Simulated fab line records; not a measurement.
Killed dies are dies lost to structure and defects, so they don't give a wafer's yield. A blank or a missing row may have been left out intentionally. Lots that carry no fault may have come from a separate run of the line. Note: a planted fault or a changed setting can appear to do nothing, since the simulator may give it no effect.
Struck lot and sound lot, side by side	flow nandHarc	25 steps out of a route of 1159
Sound: wafers L697.1, L697.3, L697.4. The struck wafers were L710.2, L710.3, L710.6. The cause is named last.
Order at every step that has rows: each side's tool, ch and its chambers, its first start. Under that, the readings that differ: sound wafers	struck wafers	difference of the means	sigmas: that difference in standard deviations of wafers without a fault.
alike: readings with means less than 2 such deviations apart, plus words and numbers identical on both sides. not compared: withheld readings, readings lacking a value on some wafer, bounds such as >300 that could conceal the same value, and numbers that have no deviation in the record and whose values overlap.
A row with sigmas, a row that says differs or no value, or rows on one side alone: a step with any of these is where the two part. Non-overlapping numbers with no deviation appear without sigmas and do not part them. A reading that every wafer of one side lacks parts them only if that side has two wafers or more.

first, 1 step without rows for these wafers: NHARC_P_M1_SRD_25.
NHARC_P_M1_INSPECT_27:
  sound on defectInspect-01 at day 6 13:07; struck on defectInspect-02 at day 10 04:56
  alike: rawDefectCount
NHARC_P_M1_PRE_CLEAN_32: time 12 s.
  sound on pecvd-01 ch 0,2, day 6 13:13; struck on pecvd-03 ch 0,1,2, day 10 04:59
  alike: heaterPowerW, susceptorTempC
NHARC_P_M1_DEP_33: deposits SiCN, target thk 30 nm.
  sound on pecvd-01 ch 0,2, day 6 13:19; struck on pecvd-03 ch 0,1,2, day 10 05:04
  alike: heaterPowerW, susceptorTempC
then, 7 steps without rows for these wafers: NHARC_P_M2_DEP_00 (deposits SiOC, target thk 182.5 nm); NHARC_P_M2_DEHYDRATE_01 (time 120 s); NHARC_P_M2_HMDS_02 (time 30 s); NHARC_P_M2_COAT_34 (time 65 s); NHARC_P_M2_COAT_03 (resist thk 90 nm); NHARC_P_M2_SOFTBAKE_04 (time 55 s); NHARC_P_M2_EBR_05.
NHARC_P_M2_EXPOSE_06: exposes mask P M2, target cd 170 nm.
  sound on arfiScanner-03 ch 0, day 6 14:23; struck on arfiScanner-03 ch 0, day 10 06:11
reading	sound	struck	difference	sigmas
exposureDoseMJCm2	80.75 80.71 80.79	78.33 78.39 78.22	-2.44	-27
  alike: mask, stageVelMmS
then, 2 steps without rows for these wafers: NHARC_P_M2_PEB_07 (peb time 65 s); NHARC_P_M2_DEVELOP_08 (develop time 35 s).
NHARC_P_M2_CD_MEAS_09 targets a cd of 170 nm.
  sound on cdSem-02 ch 0, day 6 14:31; struck on cdSem-01 ch 0, day 10 06:20
reading	sound	struck	difference	sigmas
cdNm (nm)	170.9 171.1 171.4	173.2 176.5 180.4	+5.6	+6
NHARC_P_M2_OVL_MEAS_10: pitch 340 nm.
  sound on overlay-02 at day 6 14:37; struck on overlay-01 at day 10 06:25
  alike: overlayXNm, overlayYNm
NHARC_P_M2_INSPECT_11:
  sound on defectInspect-02 at day 6 14:38; struck on defectInspect-01 at day 10 06:27
  alike: rawDefectCount
NHARC_P_M2_DESCUM_14: chemistry O2, time 3 s.
  sound on rieDiel-03 ch 2,3, day 6 14:43; struck on rieDiel-05 ch 2,3, day 10 06:32
reading	sound	struck	difference	sigmas
model.P_M2.cdNm (nm)	171 170.7 171.3	173.5 176.2 181.2	+6.0	
  alike: drypumpMotorCurrentA, oesProductAu, rfVppV, showerheadPlenumPTorr, throttleValvePct
  not compared: rfHoursCounterH
NHARC_P_M2_ETCH_35: etches the open film in N2/H2, target depth 40 nm, overetch 12 nm, time 43.94 s.
  sound on rieDiel-03 ch 1,3, day 6 14:49; struck on rieDiel-05 ch 2,3, day 10 06:39
  alike: drypumpMotorCurrentA, oesProductAu, rfVppV, showerheadPlenumPTorr, throttleValvePct
  not compared: rfHoursCounterH
NHARC_P_M2_ETCH_15: etches the open film in C4F8/Ar, target depth 182.5 nm, time 91.2 s.
  sound on rieDiel-03 ch 1,2,3; struck on rieDiel-05 ch 2,3, day 10 06:47
  alike: oesProductAu, rfVppV
  not compared: rfHoursCounterH
NHARC_P_M2_CD_MEAS_16:
  sound on cdSem-02 at day 6 15:04; struck on cdSem-03 at day 10 06:58
reading	sound	struck	difference	sigmas
cdNm (nm)	171.3 170.3 170.7	173.3 176.3 181.0	+6.1	+5
NHARC_P_M2_STRIP_18: strips in N2/H2.
  sound on rieDiel-03 ch 2,3, day 6 15:08; struck on rieDiel-05 ch 2,3, day 10 07:02
  alike: drypumpMotorCurrentA, oesProductAu, rfVppV, showerheadPlenumPTorr, throttleValvePct
  not compared: rfHoursCounterH
NHARC_P_M2_ETCH_28: etches the open film in CF4/N2, target depth 30 nm, time 72.99 s.
  sound on rieDiel-03 ch 2,3; struck on rieDiel-05 ch 0,2, day 10 07:26
reading	sound	struck	difference	sigmas
model.P_M2.cdNm (nm)	171.3 171.5 171	174.3 177.9 182.8	+7.1	
  alike: drypumpMotorCurrentA, oesProductAu, rfVppV, showerheadPlenumPTorr, throttleValvePct
  not compared: rfHoursCounterH
then, 1 step without rows for these wafers: NHARC_P_M2_STRIP_19 (strips in post etch residue remover, time 600 s).
-- break in the record here, with 13 days between the starts of the struck wafers on either side (left off in module P_M2, picked up again in module END, where the first step shown is number 1159 on the route) --
NHARC_END_SORT_01:
  sound on prober-01 ch 0, day 19 15:08; struck on prober-01 ch 0, day 23 18:58
reading	sound	struck	difference	sigmas
killedAtOther	3 6 3	0 0 0	-4	-4
killedAtPeriphery	2 1 3	4 7 9	+5	+2
  alike: defectLimitedYield, killedAtArray, killedDies, killedOpen, killedShort, sort_bin_2_pct, sort_bin_3_pct, sort_bin_4_pct, sortNPass, sortRimYieldPct, sortYieldPct

== WHERE THEY PART ==
Last at NHARC_END_SORT_01 as far as this record goes, first at NHARC_P_M2_EXPOSE_06.

WHY: what the simulator had put in
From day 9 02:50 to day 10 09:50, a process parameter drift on arfiScanner-03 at NHARC_P_M2_EXPOSE_06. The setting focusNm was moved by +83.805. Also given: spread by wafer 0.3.
